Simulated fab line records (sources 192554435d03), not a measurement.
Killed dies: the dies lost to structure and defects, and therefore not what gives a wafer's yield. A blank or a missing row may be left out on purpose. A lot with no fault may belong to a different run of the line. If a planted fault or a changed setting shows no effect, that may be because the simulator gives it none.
A struck lot beside a sound one	flow n5 finfet	16 steps out of a route of 1938
Sound: these wafers, L379.2, L379.5, L379.6. Struck: wafer L388.3 (left out: L388.1, L388.4 of the same lot, which were not struck); the cause appears at the end.
Each step with rows lists, per side, the tool, then ch with its chambers, then its first start. Under that, the readings that differ: sound wafers	struck wafers	difference of the means	sigmas: that difference in standard deviations of wafers without a fault.
alike: words and numbers the same on both sides, and readings whose means are apart by under 2 such deviations; not compared: readings that were withheld, readings missing a value for some wafer, numbers with overlapping values and no deviation given by the record, and bounds like >300 which may hide the same value.
A row with sigmas, a row that says differs or no value, or rows on one side alone: a step with any of these is where the two part. When numbers do not overlap yet have no deviation, they are printed without sigmas and do not part them. A reading missing from all wafers of one side parts the sides only when that side holds two or more wafers.

first, 8 steps without rows for these wafers: N5_BEOL_M3_COAT_62 (time 60 s, resist thk 12 nm); N5_BEOL_M3_COAT_73 (time 60 s, resist thk 5 nm); N5_BEOL_M3_COAT_05 (resist thk 30 nm); N5_BEOL_M3_EBR_07; N5_BEOL_M3_SOFTBAKE_06 (time 60 s); N5_BEOL_M3_EXPOSE_08 (exposes mask M3); N5_BEOL_M3_PEB_09 (peb time 60 s); N5_BEOL_M3_DEVELOP_10 (develop time 30 s).
N5_BEOL_M3_CD_MEAS_11 targets a cd of 17.05 nm.
  sound on cd sem-01 ch 0, day 10 13:19; struck on cd sem-01 ch 0, day 12 15:59
  alike: cd nm
N5_BEOL_M3_OVL_MEAS_12:
  sound on overlay-01 ch 0, day 10 13:21; struck on overlay-02 ch 0, day 12 16:01
  alike: M3_OVL
N5_BEOL_M3_INSPECT_13: inspects for defects (brightfield).
  struck on defect inspect-01, day 12 16:04; sound on defect inspect-01, day 10 13:24
  alike: raw defect count
N5_BEOL_M3_DESCUM_16: chemistry O2, time 7 s.
  sound on rie diel-01 ch 1,3, day 10 13:35; struck on rie diel-06 ch 0, day 12 16:19
  alike: drypump motor current A, oes product au, rf vpp V, showerhead plenum p Torr, throttle valve pct
  not compared: rf hours counter h
N5_BEOL_M3_ETCH_74: etches underlayer in N2/H2, target depth 6.5 nm, time 5.2 s.
  sound on rie diel-01 ch 1,3, day 10 13:37; struck on rie diel-06 ch 0, day 12 16:20
reading	sound	struck	difference	sigmas
etch rf on time s (s)	5.31 5.33 5.40	6.13	+0.78	+6
rf vpp V (V)	524.8 527.6 526.7	520.0	-6.4	-2
  alike: drypump motor current A, oes product au, showerhead plenum p Torr, throttle valve pct
  not compared: rf hours counter h
N5_BEOL_M3_ETCH_63: etches SiARC in CF4, target depth 15.6 nm, time 26 s.
  sound on rie diel-01 ch 1,3, day 10 13:38; struck on rie diel-06 ch 0, day 12 16:22
reading	sound	struck	difference	sigmas
etch rf on time s (s)	26.7 26.4 26.7	25.4	-1.2	-2
  alike: drypump motor current A, oes product au, rf vpp V, showerhead plenum p Torr, throttle valve pct
  not compared: rf hours counter h
N5_BEOL_M4_RC_MEAS_101:
  sound on prober-01 ch 0, day 11 09:45; struck on prober-01 ch 0, day 13 12:19
  alike: DIBL_N, DIBL_P, IOFF_N, IOFF_P, ION_N, ION_P, SS_N, SS_P, VT_N, VT_P
-- the record jumps here: 4 days lie between the struck wafers' starts before and after (it left off in module BEOL_M4 and takes up again in module PASSIVATION, whose first step shown is number 1936 of the route) --
N5_PASSIVATION_PROBE_49:
  struck on prober-01, day 18 00:03; sound on prober-02, day 16 10:38
reading	sound	struck	difference	sigmas
sort_bin_6_memory (%)	2.1 3.2 2.2	4.2	+1.7	+3
  alike: defect limited yield, killed_at_M0_to_M3, killed_at_M4_up, killed at contacts, killed at front end, killed at other, killed dies, killed open, killed short, sort_bin_4_leakage, sort_bin_5_function, sort n pass, sort yield pct

## WHERE THEY PART
Last at N5_PASSIVATION_PROBE_49 as far as this record goes, first at N5_BEOL_M3_ETCH_74.

WHY: what had been put in by the simulator
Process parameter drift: rie diel-06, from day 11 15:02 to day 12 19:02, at N5_BEOL_M3_ETCH_74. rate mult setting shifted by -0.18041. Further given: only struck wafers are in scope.
